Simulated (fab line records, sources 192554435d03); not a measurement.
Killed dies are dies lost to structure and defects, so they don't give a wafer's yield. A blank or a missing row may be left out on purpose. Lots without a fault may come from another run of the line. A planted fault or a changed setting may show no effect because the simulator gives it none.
fab line records | flow n5_finfet
record lots=7 wafers=21
route steps=1938 shown MOL_CONTACT_COAG@563 BEOL_M0_SAQP@683 BEOL_M1@777 BEOL_M2@881 BEOL_M3@981
start_h: hours from the record's first day to the start of the lot's first wafer shown | wait_h: hours since the lot's step before | " the same as in the row above | L1.1+2: a row that stands for several wafers | - no value, or no start given | * or withheld: withheld | < > ~ a bound
route shown NAME@n: a module of which the file shows steps, and the number in the route of the first | usual: mean/standard deviation of fault-free wafers | same: alike in all rows | chamber/n: place in a boat | sites: the reading at each site | _std_site: their standard deviation | _edge_site: outer sites' mean less inner sites' | radius_mm: how far each site lies from the wafer's centre | mask NAME#n: copy n | behind: the tool/chamber that last shaped the wafer | hold: why the lot was held/for how many hours/how that ended | device: the transistor (n, p or np) that didn't switch | end of line: the same wafers' tests at the end of the route | a step without rows: its recipe alone | killed: dies lost to structure and defects at the first sort, not the wafer's yield | map: a wafer's dies, x killed, . not, _ none there
set.NAME: the setting as run; set.NAME@STEP: as run at that earlier step | model.NAME: the simulator's own value behind a step, which no gauge read
lots whose settings were changed on purpose; a table a step, a row a wafer
## steps
# step N5_MOL_CONTACT_COAG_PECVD_31
# recipe material=SiO2 target_thk_a=460 temp_c=400 precursor=TEOS/O2 pressure_torr=6.5 rf_w=withheld teos_flow_sccm=withheld gas=O2 flow_sccm=2650 time_s=8.9
# columns lot.wafer tool chamber start_h wait_h set.temp_c model.SiO2_of_MOL_CONTACT_COAG_PECVD_31.thk_nm
L074.2 pecvd-03 1 98.87 0.3 400 45.2
L074.5 " 0 " " 408.1 42.6
L074.6 " 1 " " 400 45.6
L079.1 pecvd-03 2 129.76 0.3 400 45.6
L079.2 " 0 " " 410.1 42
L079.6 " 1 " " 410.1 42.4
L080.1 pecvd-01 2 138.12 0.3 407.7 43.2
L080.4 " 0 " " 400 45.6
L080.5 " 1 " " 400 46.6
L084.1 pecvd-03 1 160.28 0.3 406.3 43.2
L084.3 " 2 " " 406.3 44
L084.6 " 1 " " 406.3 44.4
L087.4 pecvd-02 2 177.91 0.3 405.8 44
L087.5 " 1 " " 400 45.6
L087.6 " 0 " " 400 46.2
L088.2 pecvd-01 1 181.96 0.3 400 46
L088.4 " 1 " " 400 46.8
L088.5 " 0 " " 400 46.6
L091.1 pecvd-03 2 199.24 0.3 395.1 47.6
L091.2 " 1 " " 395.1 47.4
L091.4 " 2 " " 400 47.6
# step N5_MOL_CONTACT_COAG_COAT_75
# recipe resist=SOC temp_c=250 time_s=60 spin_rpm=1500 resist_thk_nm=60
# step N5_MOL_CONTACT_COAG_COAT_76
# recipe resist=SiARC temp_c=220 time_s=60 spin_rpm=1500 resist_thk_nm=10
# step N5_MOL_CONTACT_COAG_ETCHBACK_135
# recipe chemistry=CHF3 target=SiO2 target_depth_a=250 time_s=16.7 ion_energy_ev=200 pressure_mtorr=30 source_w=610 bias_w=170 Ar_flow_sccm=200 CHF3_flow_sccm=50
# step N5_MOL_CONTACT_COAG_STRIP_118
# recipe chemistry=CHF3 resist=SiARC rf_frequency_hz=6e+07
# step N5_MOL_CONTACT_COAG_VIA_ETCH_46
# recipe chemistry=C4F6/O2 target_depth_a=460 overetch_a=92 mask_material=SOC target=SiO2 bias_w=455 pressure_mtorr=10 time_s=40 source_w=325 Ar_flow_sccm=300 C4F6_flow_sccm=10 O2_flow_sccm=10 ion_energy_ev=575.3 ends=end_point
# columns lot.wafer tool chamber start_h wait_h set.temp_c@MOL_CONTACT_COAG_PECVD_31 model.etch.depth_nm
L074.2 rie_diel-03 0 100.02 0.0 400 45.11
L074.5 " 2 " " 408.1 42.69
L074.6 " 3 " " 400 45.68
L079.1 rie_diel-04 0 130.82 0.0 400 45.51
L079.2 " 3 " " 410.1 42.04
L079.6 " 2 " " 410.1 42.31
L080.1 rie_diel-03 2 139.18 0.0 407.7 43.26
L080.4 " 2 " " 400 45.58
L080.5 " 0 " " 400 46.5
L084.1 rie_diel-02 1 161.21 0.0 406.3 43.11
L084.3 " 2 " " 406.3 43.96
L084.6 " 3 " " 406.3 44.34
L087.4 rie_diel-02 3 178.98 0.0 405.8 44.07
L087.5 " 0 " " 400 45.63
L087.6 " 2 " " 400 46.12
L088.2 rie_diel-04 1 183.34 0.0 400 46.05
L088.4 " 1 " " 400 46.77
L088.5 " 2 " " 400 46.57
L091.1 rie_diel-04 1 200.32 0.0 395.1 47.55
L091.2 " 2 " " 395.1 47.3
L091.4 " 3 " " 400 47.54
# step N5_MOL_CONTACT_COAG_STRIP_96
# recipe chemistry=N2/H2 power_w=500 temp_c=40 pressure_mtorr=50 rf_frequency_hz=6e+07 overash_fraction=0.3 bias_power_w=28 h2_frac=0.5 n2_flow_sccm=300 h2_flow_sccm=300
# step N5_MOL_CONTACT_COAG_ETCH_47
# recipe chemistry=CH3F/O2 target=SiNx target_depth_a=270 mask_material=SiO2 stop_on=W over_etch_frac=0.2 ion_energy_ev=120 endpoint=OES-CN pressure_mtorr=30 source_w=395 bias_w=73 Ar_flow_sccm=150 CH3F_flow_sccm=30 O2_flow_sccm=20 ends=end_point
# columns lot.wafer tool chamber start_h wait_h set.temp_c@MOL_CONTACT_COAG_PECVD_31 model.SiO2_of_MOL_CONTACT_COAG_PECVD_31.thk_nm
L074.2 rie_diel-03 0 100.12 0.0 400 43.2
L074.5 " 2 " " 408.1 40.8
L074.6 " 3 " " 400 43.8
L079.1 rie_diel-04 0 130.93 0.0 400 43.6
L079.2 " 3 " " 410.1 40.2
L079.6 " 2 " " 410.1 40.6
L080.1 rie_diel-03 2 139.29 0.0 407.7 41.4
L080.4 " 2 " " 400 43.8
L080.5 " 0 " " 400 44.6
L084.1 rie_diel-02 1 161.32 0.0 406.3 41.4
L084.3 " 2 " " 406.3 42.2
L084.6 " 3 " " 406.3 42.6
L087.4 rie_diel-02 3 179.09 0.0 405.8 42.2
L087.5 " 0 " " 400 43.8
L087.6 " 2 " " 400 44.4
L088.2 rie_diel-04 1 183.45 0.0 400 44.2
L088.4 " 1 " " 400 45
L088.5 " 2 " " 400 44.8
L091.1 rie_diel-04 1 200.42 0.0 395.1 45.8
L091.2 " 2 " " 395.1 45.4
L091.4 " 3 " " 400 45.8
# step N5_MOL_CONTACT_COAG_ALD_133
# recipe material=SiO2 target_thk_a=50 temp_c=100 ald_precursor_family=BDEAS ald_co_reactant=O2-plasma pulse_time_s=1 co_reactant_pulse_time_s=1 purge_time_s=2 co_reactant_purge_time_s=2 ald_cycles=35 pressure_torr=2
# columns lot.wafer tool chamber start_h wait_h set.ald_cycles model.SiO2_of_MOL_CONTACT_COAG_ALD_133.thk_nm
L074.2+5+6 ald_sin-01 0,2,1 100.93 0.1 35 5
L079.1+6 ald_sin-01 3,1 131.86 0.1 33 4.8
L079.2 " 2 " " 35 5
L080.1+5 ald_sin-02 0 140.22 0.1 30 4.2
L080.4 " 3 " " 35 5
L084.1+3 ald_sin-03 0,3 162.31 0.1 35 5
L084.6 " 0 " " 32 4.6
L087.4 ald_sin-02 1 180.58 0.3 33 4.8
L087.5 " 2 " " 33 4.6
L087.6 " 1 " " 35 5
L088.2+4+5 ald_sin-01 2,3,2 184.46 0.1 35 5
L091.1 ald_sin-02 3 201.37 0.2 30 4.4
L091.2+4 " 2,1 " " 35 5
# step N5_MOL_CONTACT_COAG_VIA_ETCH_117
# recipe chemistry=C4F6/O2 target_depth_a=400 overetch_a=80 mask_material=SOC target=SiO2 bias_w=455 pressure_mtorr=10 time_s=26 source_w=325 Ar_flow_sccm=300 C4F6_flow_sccm=10 O2_flow_sccm=10 ion_energy_ev=575.3 ends=end_point
# usual rf_vpp_V=1603/26
# columns lot.wafer tool chamber start_h wait_h set.bias_w rf_vpp_V
L074.2 rie_diel-03 2 101.26 0.0 477.2 1716
L074.5 " 3 " " 477.2 1631
L074.6 " 0 " " 455 1629
L079.1 rie_diel-04 1 132.21 0.0 455 1628
L079.2 " 3 " " 412.2 1476
L079.6 " 2 " " 455 1586
L080.1 rie_diel-04 1 140.76 0.0 455 1626
L080.4 " 1 " " 455 1627
L080.5 " 0 " " 455 1609
L084.1 rie_diel-02 1 162.65 0.0 535.7 1788
L084.3 " 2 " " 455 1567
L084.6 " 1 " " 535.7 1788
L087.4 rie_diel-02 3 180.93 0.0 455 1622
L087.5 " 0 " " 408.6 1461
L087.6 " 2 " " 455 1569
L088.2 rie_diel-04 1 184.86 0.0 455 1627
L088.4 " 2 " " 455 1586
L088.5 " 1 " " 455 1628
L091.1 rie_diel-02 0 201.71 0.0 479.1 1645
L091.2 " 1 " " 479.1 1646
L091.4 " 3 " " 455 1619
# step N5_BEOL_M0_SAQP_COAT_34
# recipe resist=CAR-EUV spin_rpm=1500 resist_thk_nm=30
# columns lot.wafer tool chamber start_h wait_h set.spin_rpm model.CAR-EUV_of_BEOL_M0_SAQP_COAT_34.thk_nm
L074.2 litho_track-04 0 - - 1500 30
L074.5+6 " 0 " " 1667 28.4
L079.1+2+6 litho_track-03 0 - - 1500 30
L080.1+4+5 litho_track-05 0 - - 1500 30
L084.1+3 litho_track-04 0 - - 1500 30
L084.6 " 0 " " 1456 30.4
L087.4+6 litho_track-04 0 - - 1331 32
L087.5 " 0 " " 1500 30.2
L088.2+4+5 litho_track-04 0 - - 1500 30
L091.1+2+4 litho_track-05 0 - - 1500 30
# step N5_BEOL_M0_SAQP_EBR_36
# recipe solvent=PGMEA ebr_width_mm=1.5
# step N5_BEOL_M0_SAQP_SOFTBAKE_35
# recipe temp_c=110 time_s=60 resist=CAR-EUV
# step N5_BEOL_M0_SAQP_EXPOSE_37
# recipe mask_id=M0_CUT1 na=0.33 source_shape=annular sigma_inner=0.35 sigma_outer=0.8 polarization=unpolarized target_cd_nm=30 dose_mj=44.75
# step N5_BEOL_M0_SAQP_PEB_38
# recipe peb_temp_c=100 peb_time_s=60 resist=CAR-EUV
# step N5_BEOL_M0_SAQP_DEVELOP_39
# recipe develop_time_s=30 developer=TMAH resist=CAR-EUV rinse_liquid=surfactant_rinse dry=air_spin dev_temp_c=23
# columns lot.wafer tool chamber start_h wait_h set.spin_rpm@BEOL_M0_SAQP_COAT_34 model.CAR-EUV_of_BEOL_M0_SAQP_COAT_34.thk_nm
L074.2 litho_track-03 0 - - 1500 29.6
L074.5 " 0 " " 1667 28
L074.6 " 0 " " 1667 27.8
L079.1+6 litho_track-04 0 - - 1500 29.6
L079.2 " 0 " " 1500 29.4
L080.1+4+5 litho_track-03 0 - - 1500 29.6
L084.1 litho_track-04 0 - - 1500 29.4
L084.3 " 0 " " 1500 29.6
L084.6 " 0 " " 1456 30
L087.4+6 litho_track-05 0 - - 1331 31.6
L087.5 " 0 " " 1500 29.6
L088.2 litho_track-05 0 - - 1500 29.6
L088.4+5 " 0 " " 1500 29.4
L091.1+2+4 litho_track-05 0 - - 1500 29.6
# step N5_BEOL_M0_SAQP_DESCUM_45
# recipe chemistry=O2 time_s=7 source_power_w=50 bias_power_w=20 pressure_mtorr=20 rf_frequency_hz=2.712e+07 temp_c=40 resist=CAR-EUV o2_flow_sccm=225
# columns lot.wafer tool chamber start_h wait_h set.spin_rpm@BEOL_M0_SAQP_COAT_34 model.CAR-EUV_of_BEOL_M0_SAQP_COAT_34.thk_nm
L074.2 rie_diel-05 3 113.26 0.0 1500 26
L074.5+6 " 2,1 " " 1667 24.4
L079.1+2+6 rie_diel-05 2,1,0 142.38 0.0 1500 26
L080.1 rie_diel-01 2 151.51 0.0 1500 26
L080.4+5 " 1 " " 1500 26.2
L084.1+3 rie_diel-05 1,3 175.43 0.6 1500 26
L084.6 " 2 " " 1456 26.4
L087.4 rie_diel-06 0 191.13 0.2 1331 28.2
L087.5 " 2 " " 1500 26.2
L087.6 " 3 " " 1331 28
L088.2+4+5 rie_diel-05 2,1,2 196.74 0.1 1500 26
L091.1 rie_diel-01 1 212.72 0.0 1500 26.2
L091.2+4 " 3,2 " " 1500 26
# step N5_BEOL_M1_COAT_67
# recipe resist=SOC temp_c=250 time_s=60 spin_rpm=1500 resist_thk_nm=60
# columns lot.wafer tool chamber start_h wait_h set.spin_rpm model.SOC_of_BEOL_M1_COAT_67.thk_nm
L074.2+5+6 litho_track-04 0 121.26 0.0 1378 62.6
L079.1+6 litho_track-03 0 153.93 0.0 1607 57.8
L079.2 " 0 " " 1500 60.2
L080.1 litho_track-02 0 161.94 0.0 1500 60
L080.4+5 " 0 " " 1500 60.2
L084.1 litho_track-02 0 184.06 0.0 1556 58.8
L084.3+6 " 0 " " 1500 60
L087.4 litho_track-04 0 199.88 0.0 1500 59.8
L087.5+6 " 0 " " 1414 61.8
L088.2+4 litho_track-04 0 206.39 0.0 1500 60
L088.5 " 0 " " 1500 59.8
L091.1 litho_track-02 0 226.37 0.0 1549 58.8
L091.2 " 0 " " 1500 59.8
L091.4 " 0 " " 1500 60
# step N5_BEOL_M1_COAT_22
# recipe resist=CAR-EUV spin_rpm=1500 resist_thk_nm=30
# columns lot.wafer tool chamber start_h wait_h set.spin_rpm model.CAR-EUV_of_BEOL_M1_COAT_22.thk_nm
L074.2 litho_track-04 0 - - 1544 29.4
L074.5 " 0 " " 1500 30
L074.6 " 0 " " 1544 29.6
L079.1 litho_track-03 0 - - 1414 30.8
L079.2+6 " 0 " " 1500 29.8
L080.1+5 litho_track-02 0 - - 1500 30
L080.4 " 0 " " 1592 29.2
L084.1+6 litho_track-02 0 - - 1561 29.4
L084.3 " 0 " " 1500 29.8
L087.4+5+6 litho_track-04 0 - - 1500 30
L088.2+4+5 litho_track-04 0 - - 1500 30
L091.1+2+4 litho_track-02 0 - - 1500 30
# step N5_BEOL_M1_EBR_24
# recipe solvent=PGMEA ebr_width_mm=1.5
# step N5_BEOL_M1_SOFTBAKE_23
# recipe temp_c=110 time_s=60 resist=CAR-EUV
# step N5_BEOL_M1_EXPOSE_25
# recipe mask_id=V0 na=0.33 source_shape=quasar sigma_inner=0.2 sigma_outer=0.8 polarization=unpolarized defocus_nm=5 target_cd_nm=24 dose_mj=63
# step N5_BEOL_M1_PEB_26
# recipe peb_temp_c=100 peb_time_s=60 resist=CAR-EUV
# step N5_BEOL_M1_DEVELOP_27
# recipe develop_time_s=30 developer=TMAH resist=CAR-EUV rinse_liquid=surfactant_rinse dry=air_spin dev_temp_c=23
# columns lot.wafer tool chamber start_h wait_h set.spin_rpm@BEOL_M1_COAT_22 model.CAR-EUV_of_BEOL_M1_COAT_22.thk_nm
L074.2+6 litho_track-04 0 - - 1544 29
L074.5 " 0 " " 1500 29.4
L079.1 litho_track-04 0 - - 1414 30.4
L079.2+6 " 0 " " 1500 29.4
L080.1 litho_track-04 0 - - 1500 29.6
L080.4 " 0 " " 1592 28.6
L080.5 " 0 " " 1500 29.4
L084.1 litho_track-02 0 - - 1561 28.8
L084.3 " 0 " " 1500 29.4
L084.6 " 0 " " 1561 29
L087.4+5 litho_track-04 0 - - 1500 29.6
L087.6 " 0 " " 1500 29.4
L088.2 litho_track-04 0 - - 1500 29.4
L088.4+5 " 0 " " 1500 29.6
L091.1+2 litho_track-04 0 - - 1500 29.6
L091.4 " 0 " " 1500 29.4
# step N5_BEOL_M1_ALD_98
# recipe material=SiO2 target_thk_a=25 temp_c=100 ald_precursor_family=BDEAS ald_co_reactant=O2-plasma pulse_time_s=1 co_reactant_pulse_time_s=1 purge_time_s=2 co_reactant_purge_time_s=2 ald_cycles=17 pressure_torr=2
# step N5_BEOL_M1_ETCHBACK_99
# recipe chemistry=CHF3 target=SiO2 target_depth_a=50 time_s=10.4 source_w=215 bias_w=47 Ar_flow_sccm=200 CHF3_flow_sccm=12 ion_energy_ev=100 pressure_mtorr=30
# step N5_BEOL_M1_ETCH_70
# recipe chemistry=N2/H2 target=SOC target_depth_a=800 overetch_a=160 mask_material=SiARC temp_c=40 time_s=120 ion_energy_ev=200 pressure_mtorr=30 source_w=840 bias_w=150 n2_flow_sccm=200 h2_flow_sccm=200
# columns lot.wafer tool chamber start_h wait_h set.spin_rpm@BEOL_M1_COAT_67 model.etch.depth_nm
L074.2 rie_diel-05 0 125.66 0.0 1378 62.62
L074.5 " 0 " " 1378 62.64
L074.6 " 3 " " 1378 62.67
L079.1 rie_diel-01 2 159.98 0.0 1607 57.89
L079.2 " 1 " " 1500 60.16
L079.6 " 3 " " 1607 57.81
L080.1 rie_diel-01 3 170.96 0.0 1500 60.04
L080.4+5 " 2,0 " " 1500 60.2
L084.1 rie_diel-06 2 192.23 0.0 1556 58.79
L084.3 " 0 " " 1500 59.92
L084.6 " 0 " " 1500 60
L087.4 rie_diel-05 2 204.32 0.0 1500 59.88
L087.5 " 1 " " 1414 61.75
L087.6 " 2 " " 1414 61.82
L088.2 rie_diel-01 1 209.77 0.0 1500 60
L088.4 " 0 " " 1500 59.96
L088.5 " 2 " " 1500 59.85
L091.1 rie_diel-01 0 233.01 0.0 1549 58.83
L091.2 " 2 " " 1500 59.89
L091.4 " 3 " " 1500 59.91
# step N5_BEOL_M1_STRIP_71
# recipe chemistry=N2/H2 temp_c=40 n2_flow_sccm=200 h2_flow_sccm=200 rf_frequency_hz=6e+07
# step N5_BEOL_M1_STRIP_78
# recipe chemistry=N2/H2 temp_c=40 n2_flow_sccm=200 h2_flow_sccm=200 rf_frequency_hz=6e+07
# step N5_BEOL_M1_VIA_ETCH_34
# recipe chemistry=C4F6/O2 target_depth_a=678 mask_material=SOC pressure_mtorr=15 ion_energy_ev=250 taper_deg=4 time_s=64.4 source_w=350 bias_w=170 Ar_flow_sccm=300 C4F6_flow_sccm=10 O2_flow_sccm=10
# columns lot.wafer tool chamber start_h wait_h set.spin_rpm@BEOL_M1_COAT_67 model.SOC_of_BEOL_M1_COAT_67.thk_nm
L074.2+5+6 rie_diel-05 0,0,3 125.76 0.0 1378 54.6
L079.1+6 rie_diel-01 2,3 160.08 0.0 1607 50
L079.2 " 1 " " 1500 52.4
L080.1+5 rie_diel-01 3,0 171.06 0.0 1500 52.2
L080.4 " 2 " " 1500 52.4
L084.1 rie_diel-06 2 192.33 0.0 1556 50.8
L084.3+6 " 0 " " 1500 52.4
L087.4 rie_diel-05 2 204.42 0.0 1500 52
L087.5+6 " 1,2 " " 1414 53.8
L088.2+4+5 rie_diel-01 1,0,2 209.87 0.0 1500 52
L091.1 rie_diel-01 0 233.11 0.0 1549 50.8
L091.2 " 2 " " 1500 52
L091.4 " 3 " " 1500 52.2
# step N5_BEOL_M2_ETCH_69
# recipe chemistry=CF4 target=SiARC target_depth_a=156 mask_material=CAR-EUV time_s=26 ion_energy_ev=80 pressure_mtorr=40 source_w=545 bias_w=36 Ar_flow_sccm=100 cf4_flow_sccm=100 ends=cleared
# usual etch_rf_on_time_s=26.0/0.47 rf_vpp_V=183.8/1.1
# columns lot.wafer tool chamber start_h wait_h set.bias_w etch_rf_on_time_s rf_vpp_V
L074.2 rie_diel-02 2 132.44 0.0 42.4 24.5 203.3
L074.5 " 3 " " 36 25.3 185.8
L074.6 " 0 " " 36 26.2 185.1
L079.1 rie_diel-04 0 167.82 0.0 42.21 25.0 204.0
L079.2 " 1 " " 36 26.2 184.6
L079.6 " 0 " " 42.21 25.2 203.0
L080.1 rie_diel-02 2 179.17 0.0 36 26.1 184.2
L080.4 " 0 " " 39.26 25.5 194.2
L080.5 " 2 " " 39.26 25.3 193.7
L084.1 rie_diel-02 2 199.42 0.0 36 26.1 184.3
L084.3 " 3 " " 36 25.6 185.6
L084.6 " 2 " " 36 26.0 183.8
L087.4 rie_diel-03 3 212.13 0.0 36 26.7 186.4
L087.5 " 2 " " 36 26.7 183.5
L087.6 " 0 " " 42.35 24.3 202.4
L088.2 rie_diel-04 3 216.62 0.0 36 26.4 184.1
L088.4 " 1 " " 36 25.9 185.1
L088.5 " 3 " " 36 26.6 183.9
L091.1 rie_diel-04 0 241.07 0.0 36 24.8 181.8
L091.2 " 2 " " 36 25.5 184.3
L091.4 " 3 " " 30.81 27.3 165.0
# step N5_BEOL_M3_ETCH_41
# recipe chemistry=CH3F/O2 target=SiCN target_depth_a=299 taper_deg=2 time_s=52.5 ion_energy_ev=120 mask_material=TiN pressure_mtorr=30 source_w=395 bias_w=75 Ar_flow_sccm=150 CH3F_flow_sccm=30 O2_flow_sccm=20
# columns lot.wafer tool chamber start_h wait_h set.target_depth_a model.etch.depth_nm
L074.2 rie_diel-06 0 - - 299 19.08
L074.5 " 2 " " 317.2 20.56
L074.6 " 0 " " 299 19.16
L079.1 rie_diel-01 0 - - 299 19.63
L079.2 " 1 " " 282 18.61
L079.6 " 2 " " 282 18.7
L080.1 rie_diel-06 1 - - 299 19.54
L080.4 " 3 " " 281.1 19.19
L080.5 " 2 " " 299 19.62
L084.1 rie_diel-01 2 - - 299 19.81
L084.3 " 1 " " 316.4 20.7
L084.6 " 3 " " 316.4 20.93
L088.2 rie_diel-05 3 - - 299 19.24
L088.4 " 1 " " 299 19.91
L088.5 " 2 " " 299 19.71
L087.4 rie_diel-01 3 - - 269.2 17.81
L087.5 " 3 " " 299 19.64
L087.6 " 0 " " 269.2 17.51
L091.1 rie_diel-06 3 - - 274 18.74
L091.2 " 1 " " 274 18.05
L091.4 " 2 " " 299 19.55
## key
split step=N5_MOL_CONTACT_COAG_PECVD_31 setting=temp_c stated=400 by=wafer
response step=N5_MOL_CONTACT_COAG_PECVD_31 reading=model.SiO2_of_MOL_CONTACT_COAG_PECVD_31.thk_nm change=-1.26 per=1% r=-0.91
response step=N5_MOL_CONTACT_COAG_VIA_ETCH_46 reading=model.etch.depth_nm change=-1.22 per=1% r=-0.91
response step=N5_MOL_CONTACT_COAG_ETCH_47 reading=model.SiO2_of_MOL_CONTACT_COAG_PECVD_31.thk_nm change=-1.21 per=1% r=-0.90
split step=N5_MOL_CONTACT_COAG_ALD_133 setting=ald_cycles stated=35 by=wafer
response step=N5_MOL_CONTACT_COAG_ALD_133 reading=model.SiO2_of_MOL_CONTACT_COAG_ALD_133.thk_nm change=+0.0481 per=1% r=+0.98
split step=N5_MOL_CONTACT_COAG_VIA_ETCH_117 setting=bias_w stated=455 by=wafer
response step=N5_MOL_CONTACT_COAG_VIA_ETCH_117 reading=rf_vpp_V change=+12.3 per=1% r=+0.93
split step=N5_BEOL_M0_SAQP_COAT_34 setting=spin_rpm stated=1500 by=wafer
response step=N5_BEOL_M0_SAQP_COAT_34 reading=model.CAR-EUV_of_BEOL_M0_SAQP_COAT_34.thk_nm change=-0.151 per=1% r=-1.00
response step=N5_BEOL_M0_SAQP_DEVELOP_39 reading=model.CAR-EUV_of_BEOL_M0_SAQP_COAT_34.thk_nm change=-0.165 per=1% r=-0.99
response step=N5_BEOL_M0_SAQP_DESCUM_45 reading=model.CAR-EUV_of_BEOL_M0_SAQP_COAT_34.thk_nm change=-0.156 per=1% r=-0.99
split step=N5_BEOL_M1_COAT_67 setting=spin_rpm stated=1500 by=wafer
response step=N5_BEOL_M1_COAT_67 reading=model.SOC_of_BEOL_M1_COAT_67.thk_nm change=-0.338 per=1% r=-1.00
response step=N5_BEOL_M1_ETCH_70 reading=model.etch.depth_nm change=-0.325 per=1% r=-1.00
response step=N5_BEOL_M1_VIA_ETCH_34 reading=model.SOC_of_BEOL_M1_COAT_67.thk_nm change=-0.348 per=1% r=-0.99
split step=N5_BEOL_M1_COAT_22 setting=spin_rpm stated=1500 by=wafer
response step=N5_BEOL_M1_COAT_22 reading=model.CAR-EUV_of_BEOL_M1_COAT_22.thk_nm change=-0.144 per=1% r=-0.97
response step=N5_BEOL_M1_DEVELOP_27 reading=model.CAR-EUV_of_BEOL_M1_COAT_22.thk_nm change=-0.151 per=1% r=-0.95
split step=N5_BEOL_M2_ETCH_69 setting=bias_w stated=36 by=wafer
response step=N5_BEOL_M2_ETCH_69 reading=etch_rf_on_time_s change=* per=1% r=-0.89
response step=N5_BEOL_M2_ETCH_69 reading=rf_vpp_V change=+1.07 per=1% r=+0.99
split step=N5_BEOL_M3_ETCH_41 setting=target_depth_a stated=299 by=wafer
response step=N5_BEOL_M3_ETCH_41 reading=model.etch.depth_nm change=+0.168 per=1% r=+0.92
